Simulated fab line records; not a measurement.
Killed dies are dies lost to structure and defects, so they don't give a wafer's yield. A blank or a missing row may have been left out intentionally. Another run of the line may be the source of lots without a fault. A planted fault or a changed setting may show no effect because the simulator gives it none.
Chamber matching    flow n5Finfet    N5_BEOL_M3_ALD_84 on aldMetal-03 has 4 sister chambers
The step deposits TaN, pulse time 2 s, purge time 3 s, co reactant purge time 2 s. 16 wafers are shown with their chamber, then 8 later ones without.

## WAFERS PAIRED WITH THEIR CHAMBERS
wafer   chamber  heaterPowerW (W)
L075.1  1        513
L075.4  2        448
L075.5  2        443
L076.4  1        515
L076.5  1        526
L076.6  2        443
L078.1  2        448
L078.5  2        446
L078.6  3        454
L082.3  2        441
L082.5  1        520
L082.6  0        440
L088.4  0        433
L088.5  2        460
L088.6  3        446
L087.1  1        513

SIGNATURES (averages over the wafers above)
reading       chamber 0  chamber 1  chamber 2  chamber 3  scatter within a chamber
heaterPowerW  436.50     517.40     447.00     450.00     5.93
Rule: a wafer lies at a distance from a chamber equal to the root of the sum of squares, over the readings, of (its reading less the chamber's mean, divided by the reading's scatter). The wafer belongs to the nearest chamber; if the next one is less than 2 further off, it can't be placed. The scatter: the root of (the sum of the squares of (reading less its chamber's mean) over the shown wafers, divided by (wafers less chambers)).

## WAFERS WHOSE CHAMBER IS MISSING
wafer   heaterPowerW (W)
L087.5  523
L087.6  447
L090.4  447
L090.5  428
L090.6  531
L096.2  436
L096.4  512
L096.5  436

## CHAMBER TAKEN BY EACH
wafer   from the rows above           in truth
L087.5  1                             1
L087.6  can't be placed: 2 or 3 or 0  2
L090.4  can't be placed: 2 or 3 or 0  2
L090.5  can't be placed: 0 or 2       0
L090.6  1                             1
L096.2  can't be placed: 0 or 2       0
L096.4  1                             1
L096.5  can't be placed: 0 or 2       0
Placed correctly: 3 of 8. These rows do not allow placing 5 (true chamber among the candidates in 5). 0 placed wrongly.
